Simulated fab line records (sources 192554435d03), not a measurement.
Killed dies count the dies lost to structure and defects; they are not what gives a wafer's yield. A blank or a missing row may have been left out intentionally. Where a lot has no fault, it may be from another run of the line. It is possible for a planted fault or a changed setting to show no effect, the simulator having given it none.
Which tool is to blame?    flow n5Finfet    9 lots, 27 wafers sampled, at 5 steps of a route of 1938

WHAT THE GAUGES SHOWED, per wafer
N5_SDB_INSPECT_36: inspects for defects (darkfield). Usual: rawDefectCount reads 40 (standard deviation 20).
lot   measured     on                rawDefectCount  flag
L217  day 4 04:04  defectInspect-01  35 59 53        
L218  day 4 10:04  defectInspect-01  37 28 20        
L221  day 5 09:07  defectInspect-02  39 36 37        
L227  day 6 15:15  defectInspect-01  40 61 46        
L230  day 7 08:05  defectInspect-01  16 44 48        
L231  day 7 13:56  defectInspect-01  28 34 28        
L232  day 7 20:05  defectInspect-01  47 21 33        
L237  day 9 04:27  defectInspect-02  27 25 58        
L239  day 9 16:22  defectInspect-02  20 26 28        

N5_BEOL_M4_RC_MEAS_101. Usual: DIBL_N 37.1 mV/V, standard deviation 2.6; DIBL_P 38 mV/V, standard deviation 3; IOFF_N 0.18 nA/um, standard deviation 0.052; IOFF_P 0.25 nA/um, standard deviation 0.06; ION_N 678 uA/um, standard deviation 15; ION_P 467 uA/um, standard deviation 8.6; SS_N 71.7 mV/dec, standard deviation 0.73; SS_P 73.7 mV/dec, standard deviation 0.89; VT_N 249 mV, standard deviation 4.3; VT_P -248 mV, standard deviation 3.8.
lot   measured      on         DIBL_N (mV/V)   DIBL_P (mV/V)  IOFF_N (nA/um)  IOFF_P (nA/um)  ION_N (uA/um)  ION_P (uA/um)  SS_N (mV/dec)   SS_P (mV/dec)   VT_N (mV)    VT_P (mV)       flag
L217  day 10 12:04  prober-02  34.6 40.1 36.5  36 42 38       0.13 0.26 0.17  0.18 0.29 0.22  657 688 667    448 468 459    70.1 72.2 72.0  72.9 74.8 72.7  253 242 249  -255 -245 -251  
L218  day 11 05:18  prober-02  36.0 36.3 36.3  34 36 35       0.14 0.17 0.15  0.20 0.24 0.24  676 692 691    465 472 474    71.2 71.6 71.2  72.9 73.4 72.7  248 244 249  -250 -246 -248  
L221  day 12 09:07  prober-02  34.7 33.9 34.8  34 33 35       0.13 0.12 0.13  0.22 0.21 0.25  659 661 674    464 465 479    71.6 71.3 71.1  73.4 72.3 72.6  251 253 255  -247 -248 -244  
L227  day 13 06:21  prober-02  36.6 35.2 36.7  37 37 37       0.17 0.15 0.16  0.21 0.21 0.23  681 683 671    462 474 464    72.2 71.9 71.5  73.4 73.5 73.6  250 251 250  -248 -249 -248  
L230  day 14 04:21  prober-02  38.4 38.2 38.4  40 39 41       0.22 0.21 0.22  0.28 0.25 0.30  711 687 685    479 465 471    72.2 71.8 72.6  73.7 73.8 74.4  246 247 246  -248 -250 -246  
L231  day 14 05:19  prober-01  34.6 38.4 40.5  36 38 41       0.12 0.18 0.23  0.22 0.24 0.32  669 671 693    471 469 476    71.3 71.9 72.6  73.4 73.8 74.8  256 250 246  -249 -248 -243  
L232  day 15 06:35  prober-01  38.9 38.1 40.2  39 40 41       0.21 0.19 0.25  0.29 0.34 0.35  685 683 692    470 478 478    72.4 72.1 72.4  73.9 73.0 74.0  247 246 243  -243 -242 -241  
L237  day 17 18:43  prober-01  43.7 38.2 37.7  45 38 37       0.34 0.18 0.17  0.39 0.24 0.23  692 696 677    472 478 467    73.6 71.0 71.5  75.9 73.4 74.3  243 249 250  -243 -248 -248  
L239  day 16 15:21  prober-02  39.7 40.2 38.0  42 42 39       0.26 0.25 0.22  0.32 0.33 0.26  694 682 681    474 475 466    72.8 72.6 72.4  75.2 74.5 74.2  241 246 245  -245 -245 -246  

TOOL THAT RAN EACH LOT (tool first, then ch and the chambers of the sampled wafers, then the start)
lot   N5_DUMMY_REMOVAL_STRIP_10         N5_HKMG_FIN_STRIP_93              N5_HKMG_FIN_ALD_36
L217  rieDiel-02 ch 0,1,3, day 4 04:08  rieDiel-05 ch 0,1,2, day 4 06:26  aldMetal-03 ch 1,2, day 4 07:50
L218  rieDiel-02 ch 0,2,3, day 4 10:08  rieDiel-05 ch 1,2,3, day 4 12:25  aldMetal-03 ch 2,3, day 4 13:49
L221  rieDiel-02 ch 1,2,3, day 5 09:10  rieDiel-04 ch 1,2,3, day 5 11:28  aldMetal-03 ch 0,1,3, day 5 12:51
L227  rieDiel-03 ch 0,2,3, day 6 15:19  rieDiel-05 ch 0,1,2, day 6 17:28  aldMetal-03 ch 0,2,3, day 6 18:53
L230  rieDiel-06 ch 0,1,3, day 7 08:09  rieDiel-04 ch 2,3, day 7 10:18    aldMetal-04 ch 1,2,3, day 7 11:42
L231  rieDiel-06 ch 1,2, day 7 14:00    rieDiel-05 ch 0,1, day 7 16:09    aldMetal-02 ch 1,3, day 7 17:34
L232  rieDiel-06 ch 0,1,3, day 7 20:10  rieDiel-04 ch 0,2,3, day 7 22:26  aldMetal-02 ch 1,3, day 7 23:55
L237  rieDiel-06 ch 0,2,3, day 9 04:31  rieDiel-05 ch 1,2,3, day 9 06:48  aldMetal-04 ch 2,3, day 9 08:21
L239  rieDiel-02 ch 2,3, day 9 16:26    rieDiel-05 ch 0,1,3, day 9 18:43  aldMetal-04 ch 0,1,3, day 9 20:16
- N5_DUMMY_REMOVAL_STRIP_10: strips in N2/H2, time 40 s.
- N5_HKMG_FIN_STRIP_93: strips SOC in N2/H2, time 20 s.
- N5_HKMG_FIN_ALD_36: deposits TiN, target thk 1 nm, pulse time 1 s, purge time 3 s.

WHAT THE TOOLS THEMSELVES READ (means of the sampled wafers that have a number; where no wafer has one, the mark that the record gives instead)
N5_DUMMY_REMOVAL_STRIP_10. Usual: biasPowerW 3.000 W, standard deviation 0.0085; drypumpMotorCurrentA 5.7 A, standard deviation 0.32; oesProductAu 0.81 a.u., standard deviation 0.088; rfVppV 45.2 V, standard deviation 0.88; showerheadPlenumPTorr 3.36 Torr, standard deviation 0.13; throttleValvePct 12.06 %, standard deviation 0.3.
lot   tool        biasPowerW (W)  drypumpMotorCurrentA (A)  oesProductAu (a.u.)  rfVppV (V)  showerheadPlenumPTorr (Torr)  throttleValvePct (%)  flag
L217  rieDiel-02  3.004           5.7                       0.76                 45.3        3.39                          12.29                 
L218  rieDiel-02  2.997           5.8                       0.75                 46.0        3.33                          12.28                 
L221  rieDiel-02  2.999           5.7                       0.79                 45.5        3.30                          12.08                 
L227  rieDiel-03  3.012           5.9                       0.88                 45.8        3.53                          11.98                 
L230  rieDiel-06  2.994           5.7                       0.81                 46.0        3.38                          11.95                 
L231  rieDiel-06  2.997           5.3                       0.83                 45.8        3.46                          11.93                 
L232  rieDiel-06  3.002           5.7                       0.81                 45.7        3.38                          11.96                 
L237  rieDiel-06  3.000           5.6                       0.87                 45.9        3.37                          11.81                 
L239  rieDiel-02  2.990           5.8                       0.76                 44.3        3.36                          12.16                 

N5_HKMG_FIN_STRIP_93. Usual: value, then standard deviation, for each; biasPowerW 8.000 W / 0.024; drypumpMotorCurrentA 5.6 A / 0.53; oesProductAu 0.78 a.u. / 0.08; rfFwdPowerW 496.3 W / 2.1; rfVppV 54.2 V / 0.79; showerheadPlenumPTorr 3.35 Torr / 0.097; throttleValvePct 18.7 % / 0.35.
lot   tool        biasPowerW (W)  drypumpMotorCurrentA (A)  oesProductAu (a.u.)  rfFwdPowerW (W)  rfVppV (V)  showerheadPlenumPTorr (Torr)  throttleValvePct (%)  flag
L217  rieDiel-05  7.978           5.7                       0.84                 497.2            54.8        3.36                          18.5                  
L218  rieDiel-05  8.003           5.7                       0.78                 497.8            54.0        3.32                          18.8                  
L221  rieDiel-04  7.994           5.9                       0.81                 497.7            55.2        3.43                          18.8                  
L227  rieDiel-05  7.985           5.7                       0.82                 496.2            53.8        3.35                          18.5                  
L230  rieDiel-04  8.004           5.5                       0.74                 497.2            54.7        3.40                          18.5                  
L231  rieDiel-05  7.974           6.0                       0.84                 496.2            54.2        3.32                          18.5                  
L232  rieDiel-04  7.985           5.7                       0.71                 494.9            54.5        3.37                          18.6                  
L237  rieDiel-05  7.990           5.7                       0.85                 496.6            54.0        3.31                          18.7                  
L239  rieDiel-05  7.999           5.7                       0.85                 495.9            54.0        3.32                          18.7                  

N5_HKMG_FIN_ALD_36. Usual: heaterPowerW 892 W, standard deviation 83; precursorPulseHeightRel 0.999, standard deviation 0.019.
lot   tool         heaterPowerW (W)  precursorPulseHeightRel  flag
L217  aldMetal-03  862               0.983                    
L218  aldMetal-03  919               0.997                    
L221  aldMetal-03  844               1.008                    
L227  aldMetal-03  879               0.978                    
L230  aldMetal-04  884               1.008                    
L231  aldMetal-02  956               1.003                    
L232  aldMetal-02  962               0.989                    
L237  aldMetal-04  921               0.997                    
L239  aldMetal-04  897               1.005                    

THE ANSWER, worked out from the rows above alone
Rule: a lot is off if the mean of its wafers that have a number lies more than 3 standard deviations from the usual mean. Also off: a lot with no number at a reading for which 4 or more lots have one. The other lots that the step has rows for count as sound. After the gauges, taken in route order, come the tools' own readings; for these a lot's mean is taken, as printed above. The first step at which some lot is off is used, and at that step the reading that is off furthest; a lot without a number counts as furthest.
Across all readings shown, no lot is off: no conclusion can be drawn from this.

WHAT HAD BEEN PUT IN BY THE SIMULATOR
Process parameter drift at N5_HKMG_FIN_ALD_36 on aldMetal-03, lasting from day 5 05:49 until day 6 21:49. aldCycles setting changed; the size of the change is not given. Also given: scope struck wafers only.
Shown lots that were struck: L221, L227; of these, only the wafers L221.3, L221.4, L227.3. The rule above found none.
